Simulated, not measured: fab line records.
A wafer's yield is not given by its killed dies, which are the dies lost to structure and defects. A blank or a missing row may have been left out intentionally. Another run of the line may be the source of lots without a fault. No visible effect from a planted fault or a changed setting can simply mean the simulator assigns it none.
What tool caused it? -- flow n5-finfet -- 24 lots, 72 wafers sampled, at 4 steps of a route of 1938

WHAT EACH GAUGE READ, for each wafer
N5_BEOL_M3_RS_MEAS_58: a four-point-probe measurement. Usual: M3_RS 0.68 ohm/sq, standard deviation 0.045.
lot,measured,on,M3_RS (ohm/sq),flag
L074,day 7 16:28,film-metro-01,0.67 0.73 0.67,
L076,day 8 01:53,film-metro-01,0.67 0.60 0.66,
L075,day 8 10:29,film-metro-01,0.69 0.62 0.70,
L077,day 8 13:26,film-metro-02,0.69 0.68 0.67,
L078,day 8 16:15,film-metro-02,0.65 0.62 0.67,
L080,day 9 03:56,film-metro-02,0.71 0.69 0.63,
L079,day 9 07:36,film-metro-01,0.64 0.62 0.62,
L082,day 9 12:10,film-metro-01,0.68 0.72 0.71,
L081,day 9 20:27,film-metro-01,0.68 0.68 0.68,
L084,day 9 23:22,film-metro-01,0.68 0.68 0.63,
L083,day 9 23:37,film-metro-01,0.69 0.60 0.63,
L085,day 10 15:04,film-metro-02,0.68 0.71 0.74,
L087,day 11 03:14,film-metro-01,0.68 0.63 0.65,
L086,day 11 04:43,film-metro-01,0.65 0.65 0.64,
L088,day 11 08:51,film-metro-01,0.70 0.62 0.67,
L089,day 11 11:14,film-metro-02,0.68 0.60 0.65,
L090,day 11 11:43,film-metro-01,0.79 0.70 0.66,
L091,day 11 20:08,film-metro-01,0.66 0.62 0.68,
L092,day 11 23:16,film-metro-01,0.65 0.65 0.61,
L093,day 12 17:38,film-metro-01,0.79 0.78 0.68,
L095,day 12 21:59,film-metro-01,0.69 0.73 0.63,
L094,day 12 23:55,film-metro-02,0.72 0.67 0.65,
L096,day 13 03:03,film-metro-01,0.65 0.69 0.63,
L097,day 13 17:43,film-metro-01,0.71 0.75 0.73,

N5_BEOL_M4_INSPECT_13: inspects for defects (brightfield). Usual: raw-defect-count reads 436 (standard deviation 86).
lot,measured,on,raw-defect-count,flag
L074,day 7 20:10,defect-inspect-02,375 338 401,
L076,day 8 03:37,defect-inspect-01,369 387 429,
L075,day 8 12:43,defect-inspect-01,409 325 314,
L077,day 8 16:16,defect-inspect-01,389 320 458,
L078,day 8 18:33,defect-inspect-02,458 429 337,
L080,day 9 06:18,defect-inspect-02,448 554 405,
L079,day 9 08:56,defect-inspect-01,617 360 464,
L082,day 9 13:32,defect-inspect-02,430 613 487,
L081,day 9 23:14,defect-inspect-01,347 441 513,
L084,day 10 00:26,defect-inspect-02,413 480 427,
L083,day 10 00:37,defect-inspect-02,424 417 310,
L085,day 10 16:19,defect-inspect-01,658 359 623,
L087,day 11 04:36,defect-inspect-01,403 348 306,
L086,day 11 05:32,defect-inspect-01,355 456 387,
L088,day 11 10:53,defect-inspect-01,557 530 558,
L089,day 11 12:08,defect-inspect-02,396 383 486,
L090,day 11 12:46,defect-inspect-02,312 379 562,
L091,day 11 23:04,defect-inspect-02,464 365 345,
L092,day 12 00:14,defect-inspect-01,377 523 481,
L093,day 12 22:03,defect-inspect-01,279 363 401,
L095,day 12 23:28,defect-inspect-01,380 338 412,
L094,day 13 01:43,defect-inspect-02,578 530 596,
L096,day 13 04:28,defect-inspect-02,563 520 514,
L097,day 13 20:35,defect-inspect-01,442 317 378,

TOOL THAT RAN EACH LOT (tool first, then ch and the chambers of the sampled wafers, then the start)
lot,N5_BEOL_M3_SURFACE_TREAT_85,N5_BEOL_M3_CMP_52
L074,"pvd-sputter-03, day 7 13:15","cmp-04 ch 0,2,3, day 7 16:02"
L076,"pvd-sputter-03, day 7 22:48","cmp-01 ch 1,2,3, day 8 01:24"
L075,"pvd-sputter-01, day 8 06:40","cmp-02 ch 0,1,2, day 8 10:03"
L077,"pvd-sputter-02, day 8 10:16","cmp-01 ch 0,1,3, day 8 12:53"
L078,"pvd-sputter-02, day 8 13:02","cmp-04 ch 0,2,3, day 8 15:42"
L080,"pvd-sputter-03, day 9 00:51","cmp-04 ch 0,1,3, day 9 03:28"
L079,"pvd-sputter-01, day 9 03:58","cmp-01 ch 2,3, day 9 07:02"
L082,"pvd-sputter-02, day 9 08:50","cmp-02 ch 1,2,3, day 9 11:31"
L081,"pvd-sputter-02, day 9 17:20","cmp-01 ch 1,3, day 9 19:56"
L084,"pvd-sputter-01, day 9 20:15","cmp-02 ch 0,2, day 9 22:43"
L083,"pvd-sputter-03, day 9 20:26","cmp-02 ch 1,2,3, day 9 23:02"
L085,"pvd-sputter-01, day 10 11:51","cmp-02 ch 0,1,3, day 10 14:34"
L087,"pvd-sputter-01, day 10 23:46","cmp-04 ch 0,2, day 11 02:43"
L086,"pvd-sputter-01, day 10 23:49","cmp-04 ch 0,2,3, day 11 04:12"
L088,"pvd-sputter-01, day 11 05:25","cmp-02 ch 0,1, day 11 08:14"
L089,"pvd-sputter-02, day 11 08:11","cmp-02 ch 1,2, day 11 10:41"
L090,"pvd-sputter-03, day 11 08:13","cmp-01 ch 0,2, day 11 11:10"
L091,"pvd-sputter-01, day 11 16:17","cmp-04 ch 1,2, day 11 19:25"
L092,"pvd-sputter-01, day 11 19:45","cmp-04 ch 0,1,2, day 11 22:47"
L093,"pvd-sputter-03, day 12 14:15","cmp-02 ch 0,3, day 12 17:04"
L095,"pvd-sputter-03, day 12 17:08","cmp-02 ch 1,2,3, day 12 21:30"
L094,"pvd-sputter-03, day 12 17:11","cmp-01 ch 1,2, day 12 23:16"
L096,"pvd-sputter-02, day 12 23:56","cmp-04 ch 0,2,3, day 13 02:34"
L097,"pvd-sputter-02, day 13 14:17","cmp-01 ch 0,1,2, day 13 17:10"
- N5_BEOL_M3_SURFACE_TREAT_85
- N5_BEOL_M3_CMP_52: polishes, stops on SiOC, t overpolish 6.8 s, target thk 40 nm.

AS READ BY THE TOOLS THEMSELVES (means over the sampled wafers that have a number; for cases with no such wafer, the mark the record gives instead)
N5_BEOL_M3_CMP_52. Usual: barrier-field-endpoint-s 25.0 s, standard deviation 0.87; clearing-platen-down-force-psi 1.5002 psi, standard deviation 0.0029; edge-zone-pressure-frac 1.000, standard deviation 0.0047; motor-current-A 6.3 A, standard deviation 0.57; overpolish-run-s 6.801 s, standard deviation 0.0091; time-to-endpoint-s 63 s, standard deviation 4.7.
lot,tool,barrier-field-endpoint-s (s),clearing-platen-down-force-psi (psi),edge-zone-pressure-frac,motor-current-A (A),overpolish-run-s (s),time-to-endpoint-s (s),flag
L074,cmp-04,25.4,1.5011,1.004,6.0,6.803,67,
L076,cmp-01,24.6,1.4971,0.997,6.6,6.804,63,
L075,cmp-02,24.9,1.5015,1.001,7.0,6.802,62,
L077,cmp-01,25.1,1.4984,1.004,6.0,6.800,62,
L078,cmp-04,24.7,1.5018,1.004,6.2,6.795,64,
L080,cmp-04,24.3,1.4980,1.001,6.0,6.807,63,
L079,cmp-01,26.9,1.5002,1.002,6.3,6.804,66,
L082,cmp-02,24.8,1.5007,1.000,6.3,6.801,63,
L081,cmp-01,25.1,1.4983,1.001,6.3,6.796,63,
L084,cmp-02,24.8,1.4998,1.004,7.2,6.802,61,
L083,cmp-02,25.7,1.5010,1.000,6.1,6.796,64,
L085,cmp-02,24.6,1.4979,1.004,6.5,6.808,60,
L087,cmp-04,26.3,1.4970,1.003,5.8,6.806,67,
L086,cmp-04,25.5,1.5029,0.997,6.2,6.795,68,
L088,cmp-02,25.3,1.5016,1.003,6.9,6.802,65,
L089,cmp-02,25.6,1.4995,0.999,6.7,6.799,64,
L090,cmp-01,23.8,1.4997,0.998,6.2,6.801,57,
L091,cmp-04,25.5,1.4998,1.003,5.8,6.795,68,
L092,cmp-04,26.5,1.4987,0.997,5.9,6.793,67,
L093,cmp-02,24.6,1.5035,0.996,6.7,6.801,60,
L095,cmp-02,24.9,1.5001,1.006,6.3,6.805,61,
L094,cmp-01,25.1,1.5000,0.995,6.7,6.803,63,
L096,cmp-04,24.8,1.4987,1.001,6.3,6.803,64,
L097,cmp-01,24.3,1.4992,1.003,6.1,6.795,59,

THE ANSWER, worked out from the rows above alone
Rule: lot off if the mean of its wafers having a number is beyond 3 standard deviations from the usual mean. A lot without any number at a reading at which 4 lots or more have one is off too. Where the step has rows for the other lots, those lots are counted as sound. Order of review: gauges by route order, followed by the tools' own readings, for which a lot's mean as printed above is used. The first step at which some lot is off is used, and at that step the reading that is off furthest; a lot without a number counts as furthest.
No lot is off at any reading shown: from this, nothing can be told.

WHAT THE SIMULATOR HAD PUT IN
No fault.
